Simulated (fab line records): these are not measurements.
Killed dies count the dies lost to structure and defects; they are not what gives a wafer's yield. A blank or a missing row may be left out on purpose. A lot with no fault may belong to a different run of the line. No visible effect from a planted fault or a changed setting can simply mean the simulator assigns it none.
What tool caused it? :: flow nand harc :: 7 lots, 20 wafers sampled, at 3 steps of a route of 1302

WHAT THE GAUGES SHOWED, per wafer
NHARC_END_SORT_01.
lot: L297
measured: day 25 06:40
on: prober-01
killed open: 4 1 3

lot: L318
measured: day 33 09:34
on: prober-02
killed open: 5 4

lot: L320
measured: day 34 09:34
on: prober-01
killed open: 2 7 6

TOOL THAT RAN EACH LOT (tool first, then ch and the chambers of the sampled wafers, then the start)
lot: L297
NHARC_A_CHANNEL_HOLE_D1_DEP_01: pecvd-01 ch 0,1,2, day 9 16:31
NHARC_A_CHANNEL_HOLE_D1_ETCH_38: rie diel-09 ch 0,1,3, day 9 17:26

lot: L302
NHARC_A_CHANNEL_HOLE_D1_DEP_01: pecvd-04 ch 0,1, day 10 10:35
NHARC_A_CHANNEL_HOLE_D1_ETCH_38: rie diel-09 ch 1,3, day 10 11:24

lot: L304
NHARC_A_CHANNEL_HOLE_D1_DEP_01: pecvd-02 ch 0,1, day 11 16:13
NHARC_A_CHANNEL_HOLE_D1_ETCH_38: rie diel-09 ch 0,2,3, day 11 17:08

lot: L305
NHARC_A_CHANNEL_HOLE_D1_DEP_01: pecvd-02 ch 0,1, day 12 00:17
NHARC_A_CHANNEL_HOLE_D1_ETCH_38: rie diel-02 ch 1,2, day 12 01:18

lot: L309
NHARC_A_CHANNEL_HOLE_D1_DEP_01: pecvd-04 ch 1,2, day 13 09:21
NHARC_A_CHANNEL_HOLE_D1_ETCH_38: rie diel-09 ch 0,2,3, day 13 10:13

lot: L318
NHARC_A_CHANNEL_HOLE_D1_DEP_01: pecvd-02 ch 0,1, day 17 04:52
NHARC_A_CHANNEL_HOLE_D1_ETCH_38: rie diel-09 ch 0, day 17 05:46

lot: L320
NHARC_A_CHANNEL_HOLE_D1_DEP_01: pecvd-02 ch 0,2, day 17 23:22
NHARC_A_CHANNEL_HOLE_D1_ETCH_38: rie diel-09 ch 0,2, day 18 00:19
- NHARC_A_CHANNEL_HOLE_D1_DEP_01: deposits SiON, target thk 140 nm.
- NHARC_A_CHANNEL_HOLE_D1_ETCH_38: etches the open film in CF4, target depth 39 nm, time 65 s.

THE ANSWER, worked out from the rows above alone
Rule: the lots themselves supply what counts as usual. Put in order of their means at a reading, lots are off if they are a third of the lots or fewer, leave a main group of 4 or more, and stand apart from it by a gap of 3 or more times the standard deviation of the main group's means; of several such gaps the widest counts. Not used: any main group whose means are identical at the precision the tables above print for the reading. Also off: a lot with no number at a reading for which 4 or more lots have one. All remaining lots with rows at the step are treated as sound.
None of the lots is off at any reading shown; this tells nothing.

WHAT THE SIMULATOR HAD INSERTED
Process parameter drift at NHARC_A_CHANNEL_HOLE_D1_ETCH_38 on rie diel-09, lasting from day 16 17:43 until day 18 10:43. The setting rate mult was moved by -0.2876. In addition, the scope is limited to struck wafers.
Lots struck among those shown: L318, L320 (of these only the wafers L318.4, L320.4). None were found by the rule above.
